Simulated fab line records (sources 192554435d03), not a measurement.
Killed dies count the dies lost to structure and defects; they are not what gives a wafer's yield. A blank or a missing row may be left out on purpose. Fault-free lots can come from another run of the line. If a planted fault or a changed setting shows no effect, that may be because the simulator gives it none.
What tool caused it? | flow n5_finfet | Sampling: 10 lots, 30 wafers, 5 of 1938 route steps

== WHAT THE GAUGES READ, wafer by wafer ==
N5_BEOL_M4_RC_MEAS_101. Usual: DIBL_N 36.6 mV/V, standard deviation 1.3; DIBL_P 36.4 mV/V, standard deviation 1.4; IOFF_N 0.167 nA/um, standard deviation 0.023; IOFF_P 0.219 nA/um, standard deviation 0.029; ION_N 678 uA/um, standard deviation 8.7; ION_P 464 uA/um, standard deviation 6.4; SS_N 71.5 mV/dec, standard deviation 0.53; SS_P 73.4 mV/dec, standard deviation 0.57; VT_N 248.5 mV, standard deviation 2.8; VT_P -249 mV, standard deviation 3.1.
lot  | measured     | on        | DIBL_N (mV/V)  | DIBL_P (mV/V)  | IOFF_N (nA/um)    | IOFF_P (nA/um)    | ION_N (uA/um) | ION_P (uA/um) | SS_N (mV/dec)  | SS_P (mV/dec)  | VT_N (mV)         | VT_P (mV)      | flag
L365 | day 9 01:15  | prober-02 | 35.6 37.3 36.9 | 34.5 36.0 36.0 | 0.152 0.181 0.180 | 0.219 0.244 0.244 | 676 685 679   | 470 472 468   | 71.3 71.9 71.7 | 73.5 73.3 73.9 | 247.8 246.9 249.0 | -246 -247 -245 |
L368 | day 10 10:31 | prober-02 | 39.2 37.6 38.4 | 38.2 36.8 37.3 | 0.191 0.175 0.176 | 0.240 0.219 0.224 | 684 681 684   | 465 464 466   | 72.3 72.0 72.6 | 73.7 72.9 73.1 | 248.0 247.0 248.2 | -246 -248 -246 |
L372 | day 12 19:20 | prober-01 | 34.9 36.6 34.6 | 34.7 36.5 34.2 | 0.144 0.170 0.131 | 0.182 0.208 0.178 | 674 669 665   | 460 458 461   | 71.2 71.6 70.7 | 72.9 73.3 72.7 | 250.8 247.6 249.1 | -253 -249 -251 |
L371 | day 13 12:19 | prober-01 | 35.0 37.5 36.5 | 35.7 38.7 37.6 | 0.166 0.216 0.195 | 0.218 0.273 0.262 | 672 671 671   | 460 466 469   | 71.2 71.8 71.5 | 72.8 73.4 74.1 | 247.8 248.1 247.5 | -251 -248 -249 |
L375 | day 13 17:03 | prober-01 | 35.5 36.0 36.7 | 37.1 38.0 38.3 | 0.165 0.177 0.189 | 0.201 0.215 0.210 | 674 673 670   | 460 457 455   | 71.6 71.8 72.2 | 74.1 74.1 74.1 | 248.2 249.4 247.0 | -253 -253 -251 |
L376 | day 13 20:31 | prober-01 | 34.8 35.6 36.5 | 34.5 36.9 36.5 | 0.142 0.159 0.169 | 0.195 0.228 0.222 | 661 675 670   | 454 461 459   | 71.8 70.3 71.2 | 73.4 73.5 73.4 | 250.3 249.4 247.3 | -251 -247 -246 |
L378 | day 14 05:10 | prober-01 | 36.7 36.8 35.3 | 35.2 37.2 35.2 | 0.151 0.157 0.133 | 0.167 0.193 0.169 | 675 674 665   | 448 460 453   | 72.3 71.7 71.6 | 73.0 73.3 72.5 | 250.5 248.2 251.8 | -255 -254 -252 |
L380 | day 14 20:09 | prober-02 | 35.9 35.2 36.6 | 35.4 35.2 36.0 | 0.156 0.148 0.169 | 0.219 0.225 0.230 | 675 681 681   | 464 472 466   | 70.9 70.5 70.9 | 73.2 73.5 73.4 | 246.8 249.7 246.5 | -250 -248 -248 |
L382 | day 14 22:31 | prober-01 | 39.3 37.9 37.2 | 37.6 37.0 36.2 | 0.193 0.165 0.149 | 0.207 0.200 0.180 | 689 679 672   | 461 466 456   | 71.7 71.7 71.6 | 74.3 73.7 73.5 | 245.8 249.2 252.1 | -252 -253 -255 |
L383 | day 15 15:37 | prober-01 | 37.1 37.7 36.9 | 39.1 38.4 38.3 | 0.171 0.176 0.168 | 0.247 0.233 0.222 | 674 675 678   | 463 465 466   | 72.1 72.4 71.7 | 73.3 73.7 73.8 | 249.8 250.0 252.3 | -248 -248 -251 |

N5_BEOL_M15_THK_MEAS_50: measures by xrf. Usual: M15_THK 839 nm, standard deviation 14.
lot  | measured     | on            | M15_THK (nm) | flag
L365 | day 12 21:17 | film_metro-02 | 836 833 838  |
L368 | day 13 22:01 | film_metro-01 | 848 820 819  |
L372 | day 16 16:59 | film_metro-02 | 841 835 829  |
L371 | day 17 09:19 | film_metro-02 | 817 818 827  |
L375 | day 17 19:26 | film_metro-02 | 848 864 868  |
L376 | day 17 10:07 | film_metro-01 | 845 834 834  |
L378 | day 17 19:50 | film_metro-01 | 820 821 819  |
L380 | day 18 11:00 | film_metro-01 | 843 855 837  |
L382 | day 19 02:19 | film_metro-01 | 843 840 842  |
L383 | day 19 07:45 | film_metro-01 | 833 829 828  |

N5_MIM_BOT_LITHO_CD_MEAS_08: target cd 3000 nm. Usual: cd_nm at 2999.5 nm, with a standard deviation of 1.5.
lot  | measured     | on        | cd_nm (nm)           | flag
L365 | day 13 02:55 | cd_sem-03 | 2999.7 3000.8 3000.8 |
L368 | day 14 03:11 | cd_sem-03 | 3001.0 3000.3 2997.7 |
L372 | day 17 01:03 | cd_sem-03 | 3001.2 3002.5 2998.3 |
L378 | day 18 01:30 | cd_sem-02 | 2999.3 2999.6 2999.7 |
L380 | day 18 15:48 | cd_sem-03 | 2999.9 3000.6 2999.7 |
L382 | day 19 08:10 | cd_sem-02 | 2998.3 3000.2 3001.5 |
L383 | day 19 12:32 | cd_sem-01 | 2999.3 3001.5 3000.4 |

== WHAT TOOL EACH LOT RAN ON (gives the tool, then ch and the chambers of the sampled wafers, and finally the start) ==
lot  | N5_MIM_TOP_ALD_00                | N5_MIM_TOP_ETCH_ETCH_00
L365 | ald_hk-03 ch 1,2, day 12 23:07   | rie_metal-02 ch 0,1, day 13 02:14
L368 | ald_hk-01 ch 0,1,3, day 14 01:19 | rie_metal-03 ch 0,1, day 14 02:23
L372 | ald_hk-03 ch 0,3, day 16 18:57   | rie_metal-03 ch 0,1, day 17 00:22
L371 | ald_hk-01 ch 0,2,3, day 17 12:05 | rie_metal-03 ch 0,1, day 17 13:12
L375 | ald_hk-02 ch 0,2,3, day 17 22:51 | rie_metal-02 ch 0,1, day 18 00:23
L376 | ald_hk-03 ch 1,2,3, day 17 12:28 | rie_metal-01 ch 0,1, day 17 13:35
L378 | ald_hk-01 ch 0,2,3, day 17 22:58 | rie_metal-02 ch 0,1, day 18 00:50
L380 | ald_hk-01 ch 1,2,3, day 18 12:48 | rie_metal-01 ch 0,1, day 18 14:59
L382 | ald_hk-01 ch 0,1,3, day 19 05:45 | rie_metal-03 ch 0,1, day 19 07:37
L383 | ald_hk-02 ch 1,2, day 19 10:04   | rie_metal-02 ch 0,1, day 19 11:57
- N5_MIM_TOP_ALD_00: deposits Al2O3, purge time 3 s, co reactant pulse time 3 s.
- N5_MIM_TOP_ETCH_ETCH_00: etches TiN in Cl2/BCl3, target depth 38.5 nm.

== WHAT THE TOOLS THEMSELVES READ (means of the sampled wafers that have a number; where no wafer has one, the mark that the record gives instead) ==
N5_MIM_TOP_ALD_00. Usual: precursor_pulse_height_rel at 0.995, with a standard deviation of 0.017.
lot  | tool      | precursor_pulse_height_rel | flag
L365 | ald_hk-03 | 1.006                      |
L368 | ald_hk-01 | 1.004                      |
L372 | ald_hk-03 | 0.995                      |
L371 | ald_hk-01 | 1.001                      |
L375 | ald_hk-02 | 0.999                      |
L376 | ald_hk-03 | 0.993                      |
L378 | ald_hk-01 | 0.985                      |
L380 | ald_hk-01 | 0.994                      |
L382 | ald_hk-01 | 0.995                      |
L383 | ald_hk-02 | 1.006                      |

N5_MIM_TOP_ETCH_ETCH_00. Usual: bcl3_flow_sccm 21.75 sccm, standard deviation 0.061; bias_w 126.0 W, standard deviation 0.35; chamber_pressure_mTorr 10.000 mTorr, standard deviation 0.01; drypump_motor_current_A 5.95 A, standard deviation 0.13; oes_product_au 0.80 a.u., standard deviation 0.076; throttle_valve_pct 22.61 %, standard deviation 0.27.
lot  | tool         | bcl3_flow_sccm (sccm) | bias_w (W) | chamber_pressure_mTorr (mTorr) | drypump_motor_current_A (A) | oes_product_au (a.u.) | throttle_valve_pct (%) | flag
L365 | rie_metal-02 | 21.77                 | 126.0      | 10.003                         | 6.04                        | 0.77                  | 22.79                  |
L368 | rie_metal-03 | 21.67                 | 126.2      | 10.011                         | 5.90                        | 0.88                  | 22.61                  |
L372 | rie_metal-03 | 21.74                 | 125.8      | 9.999                          | 5.88                        | 0.85                  | 22.62                  |
L371 | rie_metal-03 | -                     | -          | -                              | -                           | -                     | -                      | OFF
L375 | rie_metal-02 | -                     | -          | -                              | -                           | -                     | -                      | OFF
L376 | rie_metal-01 | -                     | -          | -                              | -                           | -                     | -                      | OFF
L378 | rie_metal-02 | 21.67                 | 126.2      | 9.997                          | 6.03                        | 0.74                  | 22.81                  |
L380 | rie_metal-01 | 21.76                 | 126.2      | 9.997                          | 5.93                        | 0.84                  | 22.37                  |
L382 | rie_metal-03 | 21.73                 | 126.1      | 9.987                          | 5.84                        | 0.84                  | 22.79                  |
L383 | rie_metal-02 | 21.71                 | 126.0      | 10.006                         | 5.93                        | 0.72                  | 22.65                  |

== THE ANSWER, worked out from the rows above alone ==
Rule: a lot is off if the mean of its wafers that have a number lies more than 3 standard deviations from the usual mean. Also off: a lot with no number at a reading for which 4 or more lots have one. All remaining lots with rows at the step are treated as sound. After the gauges, taken in route order, come the tools' own readings; for these a lot's mean is taken, as printed above. At the first step where some lot is off, the reading lying furthest off is the one used; lots without a number count as furthest.
Off: L371, L375, L376 (N5_MIM_TOP_ETCH_ETCH_00, bcl3_flow_sccm). Without a number there: L371, L375, L376.
If a tool, at that step or one of the process steps before it, ran each lot that is off and ran no sound lot following the first of them, it fits. Of those tried, none fits.

== WHAT THE SIMULATOR PUT IN ==
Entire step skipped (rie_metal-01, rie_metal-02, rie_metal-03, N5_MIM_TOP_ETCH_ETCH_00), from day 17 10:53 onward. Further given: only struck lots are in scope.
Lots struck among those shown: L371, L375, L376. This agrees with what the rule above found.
